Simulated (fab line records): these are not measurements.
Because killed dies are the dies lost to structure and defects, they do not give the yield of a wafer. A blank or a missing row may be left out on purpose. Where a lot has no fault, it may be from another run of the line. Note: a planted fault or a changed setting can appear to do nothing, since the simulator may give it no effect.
A single fault, viewed from 2 desks :: flow n5_finfet :: numbers are kept per desk, each desk with only its own; the story behind them comes last

== THE METROLOGY DESK ==
What the gauges read for every lot (on any tool): the sampled wafers with a number, averaged. Any lot whose mean is over 4 standard deviations away from the usual mean is out of limits and marked OUT; that distance is given in the brackets.
Columns: A = cd_nm at N5_ZERO_LAYER_CD_MEAS_11, usual 1999.4 nm; B = NWELL_OVL at N5_WELL_APT_OVL_MEAS_09, usual 3 nm
lot: L199
first seen here: day 2 00:38
A: 2000.7
B: 4

lot: L200
first seen here: day 2 06:38
A: 1998.4
B: 10

lot: L202
first seen here: day 2 18:47
A: 1998.0
B: 0

lot: L205
first seen here: day 3 13:10
A: 1997.6
B: 3

lot: L206
first seen here: day 3 19:59
A: 1999.9
B: 4

lot: L207
first seen here: day 4 00:38
A: 2002.4
B: 0

lot: L208
first seen here: day 4 06:48
A: 2001.5
B: 6

lot: L216
first seen here: day 6 06:38
A: 2000.3
B: 2

lot: L217
first seen here: day 6 12:46
A: 1998.6
B: -1

lot: L218
first seen here: day 6 18:46
A: 1995.9
B: 2

lot: L220
first seen here: day 7 06:47
A: 1999.9
B: 3
This desk's finding: nothing out of limits on any of the 11 lots.

== THE TOOL OWNER'S DESK: rtp_anneal-02 ==
The tool's own readings at N5_WELL_APT_RTA_34 (time 10 s): means of the sampled wafers that have a number, for each lot that ran on this tool. Any lot whose mean is over 4 standard deviations away from the usual mean is out of limits and marked OUT; that distance is given in the brackets. Readings shown: 7 out of 9 (the first out of limits, and those lying furthest out on some lot).
Columns: A = lamp_power_pct at N5_WELL_APT_RTA_34, usual 13.00 %; B = lamp_zone_1_pct at N5_WELL_APT_RTA_34, usual 13.00 %; C = lamp_zone_2_pct at N5_WELL_APT_RTA_34, usual 12.996 %; D = lamp_zone_3_pct at N5_WELL_APT_RTA_34, usual 12.996 %; E = lamp_zone_4_pct at N5_WELL_APT_RTA_34, usual 12.996 %; F = lamp_zone_5_pct at N5_WELL_APT_RTA_34, usual 12.996 %; G = lamp_zone_7_pct at N5_WELL_APT_RTA_34, usual 13.422 %
lot: L199
first seen here: day 2 03:47
A: 13.02
B: 12.99
C: 12.971
D: 12.978
E: 12.990
F: 12.988
G: 13.454

lot: L200
first seen here: day 2 10:04
A: 13.00
B: 12.97
C: 12.970
D: 13.023
E: 12.988
F: 13.023
G: 13.440

lot: L202
first seen here: day 2 22:38
A: 12.96
B: 13.02
C: 12.985
D: 12.996
E: 12.996
F: 12.958
G: 13.418

lot: L206
first seen here: day 3 23:27
A: 13.00
B: 13.02
C: 12.979
D: 13.018
E: 12.988
F: 13.013
G: 13.419

lot: L208
first seen here: day 4 10:05
A: 12.98
B: 13.02
C: 13.028
D: 12.994
E: 12.970
F: 13.034
G: 13.415

lot: L216
first seen here: day 6 11:07
A: 10.25 (-55) OUT
B: 10.26 (-91) OUT
C: 10.248 (-99 or more) OUT
D: 10.282 (-90) OUT
E: 10.267 (-91) OUT
F: 10.255 (-91) OUT
G: 10.604 (-99 or more) OUT

lot: L217
first seen here: day 6 15:53
A: 10.28 (-54) OUT
B: 10.24 (-92) OUT
C: 10.276 (-99 or more) OUT
D: 10.280 (-91) OUT
E: 10.254 (-91) OUT
F: 10.268 (-91) OUT
G: 10.604 (-99 or more) OUT
This desk finds L216, L217 out of limits, L216 being first, at day 6 11:07 (lamp_power_pct at N5_WELL_APT_RTA_34). Within limits: L199, L200, L202, L206, L208.

== BROUGHT TOGETHER ==
The tool owner's desk had the chance to raise an alarm at day 6 11:07 on L216, L217.
The metrology desk saw nothing out of limits.
The metrology desk has L216, L217 on record, within its limits.
The lots listed all ran N5_WELL_APT_RTA_34 on rtp_anneal-02.

== WHAT THE SIMULATOR PUT IN ==
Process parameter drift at N5_WELL_APT_RTA_34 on rtp_anneal-02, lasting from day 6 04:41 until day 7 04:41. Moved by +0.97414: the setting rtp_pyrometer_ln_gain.
Lots struck among those shown: L216, L217.
How many hours passed from the start of the fault until each desk's first out-of-limits reading: the tool owner's desk, 6.
